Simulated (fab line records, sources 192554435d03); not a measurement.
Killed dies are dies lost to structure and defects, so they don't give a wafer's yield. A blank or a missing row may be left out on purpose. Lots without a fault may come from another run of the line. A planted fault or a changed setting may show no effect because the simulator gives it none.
A struck lot beside a sound one | flow n5_finfet | 40 steps out of a route of 1938
Sound: wafers L211.2, L211.4, L211.6. Struck: wafer L199.6. (L199.3 of the same lot was not struck and is left out.) The cause comes at the end.
At each step with rows: each side's tool, then ch and its chambers, then its first start. Under that, the readings that differ: sound wafers | struck wafers | difference of the means | sigmas: that difference in standard deviations of wafers without a fault.
alike: readings whose means differ by less than 2 such deviations, and words and numbers that are the same on both sides. not compared: withheld readings, readings that some wafer has no value for, bounds like >300 that may hide the same value, and numbers for which the record gives no deviation and whose values overlap.
The two part at a step that has a row with sigmas, a row that says differs or no value, or rows on one side only. Numbers that don't overlap but have no deviation are shown without sigmas and don't part them. A reading that every wafer of one side lacks parts them only if that side has two wafers or more.

first, 10 steps without rows for these wafers: N5_HKMG_FIN_CMP_23 (polishes, stops on SiNx, t overpolish 10 s, target thk 46.326 nm); N5_HKMG_FIN_CMP_94 (polishes, stops on SiNx, t overpolish 4.7 s, target thk 43.299 nm); N5_GATE_CUT_ETCHBACK_00 (etches W in SF6/Cl2); N5_GATE_CUT_ETCH_56 (etches TiN in Cl2/Ar, target depth 21.6 nm); N5_GATE_CUT_ETCHBACK_30 (etches TiN in Cl2/Ar, target depth 3 nm); N5_GATE_CUT_VAPOR_ETCH_60 (etches HfO2 in BCl3/Cl2); N5_GATE_CUT_ETCH_58 (etches SiNx in CH3F/O2, target depth 17 nm, time 128.6 s); N5_GATE_CUT_STRIP_59 (strips in N2/H2, time 20 s); N5_GATE_CUT_PRECLEAN_31 (cleans in DIW, time 300 s); N5_GATE_CUT_SRD_32 (time 30 s).
N5_GATE_CUT_SAC_CAP_01: material SiNx, target thk 24 nm, pulse time 1 s, ald cycles 480.
  sound on ald_sin-03 ch 1,2, day 9 23:02; struck on ald_sin-03 ch 3, day 7 00:56
  reading                                       | sound       | struck | difference | sigmas
  ald_cycles                                    | 480 480 480 | 273    | -207       |
  model.SiNx_of_GATE_CUT_SAC_CAP_01.thk_nm (nm) | 24 24 24    | 13.6   | -10.4      |
  alike: heater_power_w, precursor_pulse_height_rel
then, 25 steps without rows for these wafers: N5_GATE_CUT_PECVD_57 (deposits SiNx from SiH4/NH3/N2, target thk 21 nm); N5_GATE_CUT_CMP_02 (polishes, stops on SiO2, t overpolish 12.7 s, target thk 0 nm); N5_GATE_CUT_HM_DEP_46 (deposits SiO2 from TEOS/O2, target thk 130 nm, time 26.6 s); N5_GATE_CUT_COAT_34 (time 60 s, resist thk 60 nm); N5_GATE_CUT_COAT_35 (time 60 s, resist thk 10 nm); N5_GATE_CUT_COAT_27 (time 60 s, resist thk 10 nm); N5_GATE_CUT_COAT_07 (resist thk 30 nm); N5_GATE_CUT_EBR_09; N5_GATE_CUT_SOFTBAKE_08 (time 60 s); N5_GATE_CUT_EXPOSE_10 (exposes mask GATE CUT, target cd 20 nm); N5_GATE_CUT_PEB_11 (peb time 60 s); N5_GATE_CUT_DEVELOP_12 (develop time 30 s); N5_GATE_CUT_DESCUM_18 (chemistry O2, time 7 s); N5_GATE_CUT_ETCH_28 (etches underlayer in N2/H2, target depth 13 nm, time 10.4 s); N5_GATE_CUT_ETCH_36 (etches SiARC in CF4, target depth 13 nm, time 21.7 s); N5_GATE_CUT_ETCH_37 (etches SOC in N2/H2, target depth 60 nm, overetch 12 nm, time 90 s); N5_GATE_CUT_STRIP_38 (strips in N2/H2); N5_GATE_CUT_STRIP_39 (strips in N2/H2); N5_GATE_CUT_HM_OPEN_40 (chemistry C4F6/O2, target SiO2, target depth 139 nm, time 85.1 s); N5_GATE_CUT_STRIP_41 (strips in CF4); N5_GATE_CUT_STRIP_42 (strips in O2); N5_GATE_CUT_ETCH_19 (etches SiNx in CH3F/O2, target depth 53.7 nm, time 76.7 s); N5_GATE_CUT_CUT_ETCH_53 (etches W in SF6/Cl2, target depth 79.2 nm); N5_GATE_CUT_CUT_ETCH_54 (etches TiN in Cl2/BCl3, target depth 96.7 nm); N5_GATE_CUT_CUT_ETCH_55 (etches HfO2 in BCl3, target depth 3.2 nm).
N5_MOL_CONTACT_COAG_CMP_28: polishes, stops on SiNx, t overpolish 0.85 s, target thk 14.522 nm.
  sound on cmp-03 ch 0,2,3, day 10 14:01; struck on cmp-02 ch 2, day 7 17:30
  reading                                       | sound      | struck | difference | sigmas
  model.SiNx_of_GATE_CUT_SAC_CAP_01.thk_nm (nm) | 17.8 18 18 | 10     | -8         |
  alike: edge_zone_pressure_frac, motor_current_A, time_to_endpoint_s
  not compared: pad_life_wafers
N5_MOL_CONTACT_COAG_THK_MEAS_29:
  sound on film_metro-02, day 10 14:14; struck on film_metro-01, day 7 17:46
  reading         | sound             | struck | difference | sigmas
  MD_CAP_THK (nm) | 17.90 17.97 17.92 | 10.08  | -7.85      | -98
N5_MOL_CONTACT_COAG_ETCH_47: etches SiNx in CH3F/O2, stops on W, target depth 27 nm.
  sound on rie_diel-01 ch 1,2, day 10 15:49; struck on rie_diel-03 ch 2, day 7 19:22
  reading                                      | sound             | struck | difference | sigmas
  etch_rf_on_time_s (s)                        | 31.2 30.7 31.0    | 17.7   | -13.3      | -28
  model.etch.t_clear_s (s)                     | 25.96 25.59 25.83 | 14.77  | -11.02     |
  model.MOL_CONTACT_COAG.feature_depth_nm (nm) | 18.4 18.6 18.6    | 10.4   | -8.1       |
  model.etch.depth_nm (nm)                     | 17.9 17.96 17.91  | 10.09  | -7.83      |
  alike: drypump_motor_current_A, oes_ar_750_au, oes_product_au, rf_vpp_V, showerhead_plenum_p_Torr, throttle_valve_pct
  not compared: rf_hours_counter_h
-- the record jumps here: 4 days lie between the struck wafers' starts before and after (it left off in module MOL_CONTACT_COAG and takes up again in module BEOL_M4, whose first step shown is number 1111 of the route) --
N5_BEOL_M4_RC_MEAS_101:
  sound on prober-01 ch 0, day 13 19:21; struck on prober-02 ch 0, day 11 11:32
  reading        | sound          | struck | difference | sigmas
  DIBL_P (mV/V)  | 37.2 35.8 37.3 | 33.1   | -3.7       | -3
  IOFF_P (nA/um) | 0.28 0.25 0.27 | 0.19   | -0.08      | -2
  SS_N (mV/dec)  | 71.5 71.4 71.8 | 70.6   | -1.0       | -2
  alike: DIBL_N, IOFF_N, ION_N, ION_P, SS_P, VT_N, VT_P

WHERE THEY PART
First at N5_MOL_CONTACT_COAG_THK_MEAS_29; last, within this record, at N5_BEOL_M4_RC_MEAS_101.

WHY: what the simulator had put in
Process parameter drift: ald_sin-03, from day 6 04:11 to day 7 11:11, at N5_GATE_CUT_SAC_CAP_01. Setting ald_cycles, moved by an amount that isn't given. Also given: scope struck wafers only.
